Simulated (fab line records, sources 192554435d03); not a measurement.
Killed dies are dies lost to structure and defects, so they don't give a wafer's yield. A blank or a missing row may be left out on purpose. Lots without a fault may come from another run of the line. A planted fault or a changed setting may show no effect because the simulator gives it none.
Chamber matching | flow n5_finfet | N5_BEOL_M10_STRIP_36 on rie_diel-05: 4 sister chambers
The step strips in N2/H2. 4 wafers are shown with their chamber, then 7 later ones without.

WAFERS WITH THEIR CHAMBER
wafer  | chamber | drypump_motor_current_A (A)
L078.3 | 2       | 6.0
L078.6 | 3       | 5.6
L080.3 | 1       | 4.9
L080.4 | 0       | 6.3

WAFERS WITHOUT THEIR CHAMBER
wafer  | drypump_motor_current_A (A)
L080.5 | 6.0
L081.2 | 5.9
L081.3 | 5.6
L081.5 | 4.9
L095.1 | 5.9
L095.2 | 6.3
L095.4 | 5.9

WHICH CHAMBER EACH WENT THROUGH
wafer  | from the rows above | in truth
L080.5 | 2                   | 2
L081.2 | 2                   | 2
L081.3 | 3                   | 3
L081.5 | 1                   | 1
L095.1 | 2                   | 2
L095.2 | 0                   | 0
L095.4 | 2                   | 2
Placed correctly: 7 of 7. Can't be placed from these rows: 0. Placed wrongly: 0.
How it was worked out, from the rows above alone: a wafer's distance from a chamber is the root of the sum, over the readings, of the square of ((its reading less the chamber's mean) divided by the reading's scatter). The wafer belongs to the nearest chamber; if the next one is less than 2 further off, it can't be placed. A chamber's mean is the mean of its shown wafers. The scatter: with one shown wafer a chamber, the root of the mean of the squares of how far each hidden wafer lies from its nearest shown one.
